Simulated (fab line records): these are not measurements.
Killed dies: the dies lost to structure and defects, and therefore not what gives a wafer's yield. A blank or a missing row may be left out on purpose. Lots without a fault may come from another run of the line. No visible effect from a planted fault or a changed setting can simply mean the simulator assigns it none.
Problem report in the 8D (eight disciplines) form, filled by code    flow n5 finfet    the parts of the form that need people (team, actions taken, sign-off) are left out

1. THE PROBLEM
spin speed rpm at N5_BEOL_M4_COAT_76 reads a mean of 1339.1 rpm on 9 wafers of 3 lots; wafers without a fault read 1500.2 rpm with a standard deviation of 0.84. That is -99 or more standard deviations from the usual mean.
The step: time 60 s, resist thk 5 nm.
Earliest sighting: wafer L686.3 on litho track-03 at day 12 00:29. At this step, 24 wafers from 8 lots have a number in the record. By rule, "out" or "out of limits" means more than 4 standard deviations away from the usual mean. The rest of the wafers with a number are treated as sound.

2. WHAT IT IS, WHAT IT ISN'T
question                     is                      is not
which readings at this step  spin speed rpm          -
which lots                   L686, L687, L688        L671, L675, L677, L678, L692
which wafers of those lots   all that have a number  -
read on which tools          litho track-03          litho track-04, litho track-05
when                         from day 12 00:29       up to then (12 sound wafers); but 3 sound wafers of L692 came after

3. THE SUSPECTS, EACH WITH WHAT RULES IT OUT
Counting: a tool at any process step up to the reading remains a suspect when it ran all the lots that are out and ran no sound lot after the first of those.
- litho track-03 at N5_BEOL_M4_COAT_76 (time 60 s, resist thk 5 nm): kept. It processed each lot that is out, first L686 at day 12 00:29, and no sound lot thereafter; up to then, the last sound lot it processed was L678 at day 9 16:40. Its own spin speed rpm readings are out on those wafers.
The count leaves litho track-03 at N5_BEOL_M4_COAT_76.

4. THE CAUSE (what the simulator had put in)
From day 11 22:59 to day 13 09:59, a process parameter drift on litho track-03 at N5_BEOL_M4_COAT_76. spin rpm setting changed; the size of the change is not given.
The count eliminated every tool but this one.

5. THE EFFECT CHAIN, in route order
Each row: a reading whose mean over the struck wafers that have a number lies more than 3 standard deviations from the usual. Readings are gone through only where the record gives a usual standard deviation; hours: the median, over the lots, of the time from a lot's start at the first step in this table giving one to that lot's start at this step; sigmas: the change measured in usual standard deviations.
hours  step                reading            usual       on struck wafers  change  sigmas
0      N5_BEOL_M4_COAT_76  spin speed rpm     1500.2 rpm  1339.1            -161.1  -99 or more
1      N5_BEOL_M4_ETCH_77  etch rf on time s  5.14 s      5.45              +0.31   +3.8
It contains these process steps:
- N5_BEOL_M4_COAT_76: time 60 s, resist thk 5 nm.
- N5_BEOL_M4_ETCH_77: etches underlayer in N2/H2, target depth 6.5 nm, time 5.2 s.
Later measuring or inspecting steps at which every struck wafer that the step has a row for has a number for every such reading, and none has moved that far: N5_BEOL_M4_RC_MEAS_101.

6. HOW IT WOULD HAVE BEEN CAUGHT EARLIER
First out-of-limits reading in this record: day 12 00:29, which is 2 hours after fault onset at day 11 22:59.
